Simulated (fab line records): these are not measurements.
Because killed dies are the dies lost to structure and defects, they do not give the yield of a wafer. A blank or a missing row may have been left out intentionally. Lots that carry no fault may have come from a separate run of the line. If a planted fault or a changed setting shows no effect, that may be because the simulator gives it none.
Split-lot trial	flow n5Finfet	route with 1938 steps; 7 lots, 21 wafers read

THE SPLIT
At N5_BEOL_M13_EXPOSE_07 (exposes mask V12), the setting doseMj was moved away from the recipe's 24.8 on 7 of the 21 wafers read, by +2.1% to +7.4%. All remaining wafers had this setting at the recipe value.

FROM THE SPLIT TO THE READING: what the file shows between them, 10 steps
- N5_BEOL_M13_PEB_08: peb time 90 s
- N5_BEOL_M13_DEVELOP_09: develop time 45 s
- N5_BEOL_M13_HARDBAKE_14: time 120 s
- N5_BEOL_M13_CD_MEAS_10: target cd 190 nm
- N5_BEOL_M13_ETCH_59: etches BARC in N2/H2, target depth 89 nm, overetch 26.7 nm, time 67.9 s (also split here: timeS)
- N5_BEOL_M13_VIA_ETCH_16: etches SiOC in C4F8/O2/Ar, target depth 921.7 nm
- N5_BEOL_M13_STRIP_63: strips in N2/H2
- N5_BEOL_M13_STRIP_64: strips in N2/H2
- N5_BEOL_M13_STRIP_71: strips in post etch residue remover, time 60 s
- N5_BEOL_M13_SRD_72: time 30 s, dry time 30 s

THE READING
cdNm at N5_BEOL_M13_CD_MEAS_17, given in nm (cd target 190 nm). Typical for fault-free wafers on this fab line: 190.5 nm, with standard deviation 2 nm.

wafer	tool, chamber at the split	doseMj as run	against the recipe	cdNm, nm	against lot-mates on the recipe
L083.1	krfScanner-01, 0	24.8	recipe	190.0	-
L083.3	krfScanner-01, 0	26.15	+5.4%	197.0	+7.0
L083.5	krfScanner-01, 0	26.15	+5.4%	195.4	+5.4
L080.2	krfScanner-02, 0	24.8	recipe	186.1	-
L080.4	krfScanner-02, 0	26.4	+6.5%	197.0	+10.9
L080.5	krfScanner-02, 0	26.4	+6.5%	197.9	+11.8
L079.1	krfScanner-02, 0	24.8	recipe	187.9	-
L079.3	krfScanner-02, 0	24.8	recipe	190.2	-
L079.4	krfScanner-02, 0	24.8	recipe	188.5	-
L082.1	krfScanner-01, 0	24.8	recipe	193.6	-
L082.5	krfScanner-01, 0	24.8	recipe	192.0	-
L082.6	krfScanner-01, 0	24.8	recipe	193.2	-
L094.3	krfScanner-01, 0	26.64	+7.4%	203.5	+7.9
L094.4	krfScanner-01, 0	24.8	recipe	193.3	-
L094.6	krfScanner-01, 0	24.8	recipe	197.8	-
L092.2	krfScanner-02, 0	25.31	+2.1%	191.2	+0.6
L092.4	krfScanner-02, 0	25.31	+2.1%	190.9	+0.3
L092.5	krfScanner-02, 0	24.8	recipe	190.6	-
L096.1	krfScanner-01, 0	24.8	recipe	190.7	-
L096.4	krfScanner-01, 0	24.8	recipe	192.4	-
L096.6	krfScanner-01, 0	24.8	recipe	190.7	-

THE FIT
A straight line over all 21 wafers: cdNm changes by +1.14 nm for each +1% of doseMj; r = +0.76; the points scatter about the line by 2.7 nm.
The same after taking each lot's own level away (the mean of its wafers on the recipe; 21 wafers): +1.37 nm for each +1%; r = +0.92; scatter 1.6 nm.
That fit puts the effect of the largest move of doseMj on the reading at 10 nm.
Across the lots, their own levels run from 186.10 to 195.55 nm, a range of 4.7 times the standard deviation given above.
So the lot-to-lot level blurs the effect unless lot-mates are compared.
Check: +10.7 nm against its lot-mates is what the line predicts for one of the wafers moved furthest among these (+7.4%) when that wafer is left out of the fit. Against them it came out at +7.95 nm.

ADDITIONAL SPLITS CARRIED BY THESE WAFERS
Before the reading, these wafers also passed through other splits. Each is held against what the fit with the lots' levels taken away leaves over:
other split on the same wafers	wafers away from the commonest value	r with cdNm (lot level and that fit taken away)
N5_BEOL_M11_ETCH_41 timeS	8	+0.11
N5_BEOL_M12_COAT_65 spinRpm	5	+0.03
N5_BEOL_M13_ETCH_59 timeS	10	+0.10

THE WHOLE CHAIN: every reading that the file lists as answering this split, in the file's order
step	what it does	reading	change (the file's fit)	r (the file's)
N5_BEOL_M13_CD_MEAS_10	target cd 190 nm	cdNm	+0.986 nm for each +1% of the setting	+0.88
N5_BEOL_M13_CD_MEAS_17	target cd 190 nm	cdNm	+1.28 nm for each +1% of the setting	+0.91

THE FILE'S OWN FIT
cdNm changes by +1.28 nm for each +1% of doseMj, r = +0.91.
